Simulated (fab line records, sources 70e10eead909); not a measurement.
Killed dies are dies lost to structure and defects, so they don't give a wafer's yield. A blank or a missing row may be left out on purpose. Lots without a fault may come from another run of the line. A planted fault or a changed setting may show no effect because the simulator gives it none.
Which tool did it? | flow nand_harc | 24 lots, 72 wafers sampled, at 3 steps of a route of 1159

WHAT THE GAUGES READ, wafer by wafer
NHARC_P_GATE_CD_MEAS_91: target cd 2000 nm.
lot  | measured     | on        | cd_nm (nm)
L074 | day 5 11:43  | cd_sem-01 | 2001.8 2001.7 2002.6
L075 | day 5 10:11  | cd_sem-03 | 1997.4 1999.7 1999.8
L076 | day 5 22:34  | cd_sem-01 | 2001.5 2001.0 2000.4
L077 | day 5 22:15  | cd_sem-02 | 2002.2 2000.9 2000.7
L078 | day 6 08:41  | cd_sem-01 | 1998.8 2001.0 2000.7
L079 | day 6 10:40  | cd_sem-03 | 2000.9 2002.0 2001.5
L080 | day 7 02:20  | cd_sem-01 | 1998.4 1997.4 1998.6
L081 | day 7 03:56  | cd_sem-02 | 1998.2 1998.6 1997.1
L082 | day 7 10:14  | cd_sem-01 | 1999.9 2001.0 1999.9
L083 | day 7 17:01  | cd_sem-01 | 2000.6 2000.2 2002.0
L084 | day 8 01:15  | cd_sem-01 | 1996.3 1998.5 2000.9
L085 | day 8 14:34  | cd_sem-03 | 1998.6 1999.5 1999.1
L086 | day 8 13:54  | cd_sem-01 | 1997.6 1998.9 1997.7
L087 | day 8 20:20  | cd_sem-01 | 1999.8 2000.7 1999.4
L088 | day 8 14:47  | cd_sem-01 | 1998.7 1998.4 1997.3
L089 | day 9 03:14  | cd_sem-02 | 2001.3 2002.5 2003.4
L090 | day 9 03:51  | cd_sem-02 | 2002.9 2003.5 2001.7
L091 | day 9 17:14  | cd_sem-03 | 2000.8 2003.2 2002.2
L092 | day 9 16:47  | cd_sem-03 | 2001.7 2001.6 2003.6
L093 | day 9 21:38  | cd_sem-03 | 1999.9 1999.4 1998.3
L094 | day 10 08:16 | cd_sem-02 | 1999.3 2001.3 1998.6
L095 | day 10 13:02 | cd_sem-02 | 1999.3 1999.9 2002.6
L096 | day 10 21:34 | cd_sem-03 | 1999.3 2001.4 2000.0
L097 | day 10 21:11 | cd_sem-01 | 1998.9 1999.1 1999.4

WHICH TOOL RAN EACH LOT (tool, then ch and the chambers of the sampled wafers, then the start)
lot  | NHARC_P_ZERO_WELL_ETCH_65         | NHARC_P_STI_DESCUM_14
L074 | rie_diel-02 ch 0,2,3, day 1 13:29 | rie_diel-10 ch 0,2,3, day 2 13:50
L075 | rie_diel-12 ch 1,2,3, day 1 19:32 | rie_diel-01 ch 0,1,3, day 2 14:00
L076 | rie_diel-02 ch 1,2,3, day 2 01:29 | rie_diel-01 ch 0,1,2, day 3 02:50
L077 | rie_diel-03 ch 0,1, day 2 07:29   | rie_diel-01 ch 0,1,3, day 3 02:59
L078 | rie_diel-02 ch 0,2,3, day 2 13:28 | rie_diel-06 ch 0,2, day 3 12:40
L079 | rie_diel-12 ch 0,2,3, day 2 19:29 | rie_diel-10 ch 0,2,3, day 3 18:52
L080 | rie_diel-12 ch 1,2,3, day 3 01:29 | rie_diel-01 ch 0,2,3, day 4 01:57
L081 | rie_diel-12 ch 0,1,3, day 3 07:30 | rie_diel-10 ch 0,1,3, day 4 02:07
L082 | rie_diel-12 ch 0,1,2, day 3 13:29 | rie_diel-01 ch 1,2,3, day 4 11:19
L083 | rie_diel-02 ch 0,3, day 3 19:34   | rie_diel-01 ch 0,1,2, day 4 19:11
L084 | rie_diel-02 ch 1,3, day 4 01:34   | rie_diel-06 ch 1,3, day 5 00:56
L085 | rie_diel-12 ch 1,2, day 4 07:29   | rie_diel-06 ch 0,2,3, day 5 08:23
L086 | rie_diel-12 ch 1,2,3, day 4 13:23 | rie_diel-01 ch 0,1,3, day 5 11:31
L087 | rie_diel-12 ch 0,1,3, day 4 19:29 | rie_diel-06 ch 0,1,3, day 5 18:58
L088 | rie_diel-12 ch 0,1,2, day 5 01:35 | rie_diel-10 ch 0,1,3, day 5 23:45
L089 | rie_diel-12 ch 0,2,3, day 5 07:30 | rie_diel-10 ch 0,2,3, day 6 06:54
L090 | rie_diel-03 ch 1,3, day 5 13:31   | rie_diel-01 ch 0,3, day 6 11:06
L091 | rie_diel-12 ch 0,1,3, day 5 19:31 | rie_diel-06 ch 1,2,3, day 6 21:52
L092 | rie_diel-03 ch 0,2,3, day 6 01:31 | rie_diel-10 ch 1,2, day 6 22:02
L093 | rie_diel-02 ch 0,1, day 6 07:29   | rie_diel-01 ch 0,1,2, day 7 05:24
L094 | rie_diel-03 ch 0,3, day 6 13:29   | rie_diel-06 ch 1,3, day 7 11:14
L095 | rie_diel-12 ch 0,2,3, day 6 19:21 | rie_diel-06 ch 0,2,3, day 7 17:12
L096 | rie_diel-02 ch 1,2,3, day 7 01:23 | rie_diel-01 ch 1,2,3, day 8 02:02
L097 | rie_diel-12 ch 0,1,3, day 7 07:33 | rie_diel-01 ch 0,1,3, day 8 02:13
- NHARC_P_ZERO_WELL_ETCH_65: etches the open film in N2/H2, target depth 80 nm, overetch 24 nm, time 87.88 s.
- NHARC_P_STI_DESCUM_14: chemistry O2, time 3 s.

WHAT THE TOOLS THEMSELVES READ (means of the sampled wafers that have a number; where no wafer has one, the mark that the record gives instead)
NHARC_P_ZERO_WELL_ETCH_65.
lot  | tool        | drypump_motor_current_A (A) | oes_product_au (a.u.) | rf_vpp_V (V) | showerhead_plenum_p_Torr (Torr) | throttle_valve_pct (%)
L074 | rie_diel-02 | 5.7                         | 1.000                 | 431.0        | 2.08                            | 14.177
L075 | rie_diel-12 | 5.5                         | 1.004                 | 429.8        | 2.01                            | 14.169
L076 | rie_diel-02 | 6.1                         | 1.003                 | 431.9        | 2.11                            | 14.178
L077 | rie_diel-03 | 5.7                         | 1.011                 | 430.8        | 2.04                            | 14.172
L078 | rie_diel-02 | 5.7                         | 1.003                 | 431.6        | 2.08                            | 14.172
L079 | rie_diel-12 | 5.9                         | 0.999                 | 429.0        | 1.98                            | 14.170
L080 | rie_diel-12 | 5.5                         | 0.994                 | 428.9        | 2.01                            | 14.173
L081 | rie_diel-12 | 5.9                         | 0.999                 | 430.6        | 2.04                            | 14.166
L082 | rie_diel-12 | 5.7                         | 0.988                 | 429.1        | 1.98                            | 14.165
L083 | rie_diel-02 | 5.8                         | 1.004                 | 432.5        | 2.10                            | 14.177
L084 | rie_diel-02 | 6.1                         | 0.999                 | 432.1        | 2.14                            | 14.170
L085 | rie_diel-12 | 5.3                         | 1.001                 | 428.6        | 1.96                            | 14.179
L086 | rie_diel-12 | 5.5                         | 1.005                 | 430.3        | 2.01                            | 14.172
L087 | rie_diel-12 | 5.9                         | 0.998                 | 431.1        | 2.03                            | 14.177
L088 | rie_diel-12 | 5.7                         | 1.003                 | 428.6        | 1.98                            | 14.175
L089 | rie_diel-12 | 5.9                         | 1.000                 | 429.0        | 1.98                            | 14.178
L090 | rie_diel-03 | 5.4                         | 0.997                 | 432.3        | 2.11                            | 14.162
L091 | rie_diel-12 | 5.9                         | 1.007                 | 430.6        | 2.03                            | 14.169
L092 | rie_diel-03 | 6.0                         | 0.993                 | 430.8        | 2.04                            | 14.163
L093 | rie_diel-02 | 6.1                         | 0.999                 | 430.8        | 2.04                            | 14.168
L094 | rie_diel-03 | 6.1                         | 0.999                 | 429.0        | 2.02                            | 14.175
L095 | rie_diel-12 | 5.9                         | 0.994                 | 428.8        | 1.98                            | 14.182
L096 | rie_diel-02 | 6.0                         | 0.997                 | 432.4        | 2.11                            | 14.164
L097 | rie_diel-12 | 5.9                         | 0.997                 | 430.6        | 2.03                            | 14.170

NHARC_P_STI_DESCUM_14.
lot  | tool        | drypump_motor_current_A (A) | oes_product_au (a.u.) | rf_vpp_V (V) | showerhead_plenum_p_Torr (Torr) | throttle_valve_pct (%)
L074 | rie_diel-10 | 6.0                         | 0.997                 | 57.4         | 1.91                            | 11.307
L075 | rie_diel-01 | 5.5                         | 1.005                 | 57.9         | 1.86                            | 11.314
L076 | rie_diel-01 | 5.6                         | 1.001                 | 58.2         | 1.87                            | 11.311
L077 | rie_diel-01 | 5.5                         | 1.003                 | 58.0         | 1.86                            | 11.319
L078 | rie_diel-06 | 6.0                         | 0.993                 | 57.3         | 1.80                            | 11.316
L079 | rie_diel-10 | 6.0                         | 1.001                 | 58.3         | 1.91                            | 11.304
L080 | rie_diel-01 | 5.6                         | 1.002                 | 57.6         | 1.85                            | 11.312
L081 | rie_diel-10 | 5.9                         | 0.999                 | 57.6         | 1.94                            | 11.310
L082 | rie_diel-01 | 5.5                         | 0.998                 | 57.4         | 1.89                            | 11.306
L083 | rie_diel-01 | 5.6                         | 0.992                 | 56.8         | 1.87                            | 11.314
L084 | rie_diel-06 | 5.3                         | 0.997                 | 57.6         | 1.87                            | 11.304
L085 | rie_diel-06 | 5.9                         | 1.000                 | 57.3         | 1.87                            | 11.321
L086 | rie_diel-01 | 5.5                         | 0.996                 | 57.7         | 1.86                            | 11.311
L087 | rie_diel-06 | 5.6                         | 1.003                 | 57.8         | 1.87                            | 11.325
L088 | rie_diel-10 | 5.9                         | 0.995                 | 58.4         | 1.94                            | 11.308
L089 | rie_diel-10 | 6.0                         | 0.999                 | 57.9         | 1.91                            | 11.305
L090 | rie_diel-01 | 5.5                         | 0.999                 | 56.8         | 1.84                            | 11.322
L091 | rie_diel-06 | 5.5                         | 0.997                 | 58.4         | 1.86                            | 11.315
L092 | rie_diel-10 | 6.3                         | 0.999                 | 57.3         | 1.93                            | 11.311
L093 | rie_diel-01 | 5.6                         | 1.000                 | 57.3         | 1.87                            | 11.306
L094 | rie_diel-06 | 5.3                         | 1.003                 | 57.0         | 1.86                            | 11.311
L095 | rie_diel-06 | 5.9                         | 0.999                 | 58.2         | 1.87                            | 11.308
L096 | rie_diel-01 | 5.5                         | 1.008                 | 57.5         | 1.89                            | 11.316
L097 | rie_diel-01 | 5.5                         | 0.996                 | 57.6         | 1.86                            | 11.313

THE ANSWER, worked out from the rows above alone
Rule: what is usual is taken from the lots themselves. Put in order of their means at a reading, lots are off if they are a third of the lots or fewer, leave a main group of 4 or more, and stand apart from it by a gap of 3 or more times the standard deviation of the main group's means; of several such gaps the widest counts. A main group whose means are all the same, to the digits that the tables above print for the reading, isn't used. A lot without any number at a reading at which 4 lots or more have one is off too. The other lots that the step has rows for count as sound. The gauges are gone through in route order, then the tools' own readings, and for those a lot's mean is taken as printed above. The first step at which some lot is off is used, and at that step the reading that is off furthest; a lot without a number counts as furthest.
No lot is off at any reading shown: from this, nothing can be told.

WHAT THE SIMULATOR HAD PUT IN
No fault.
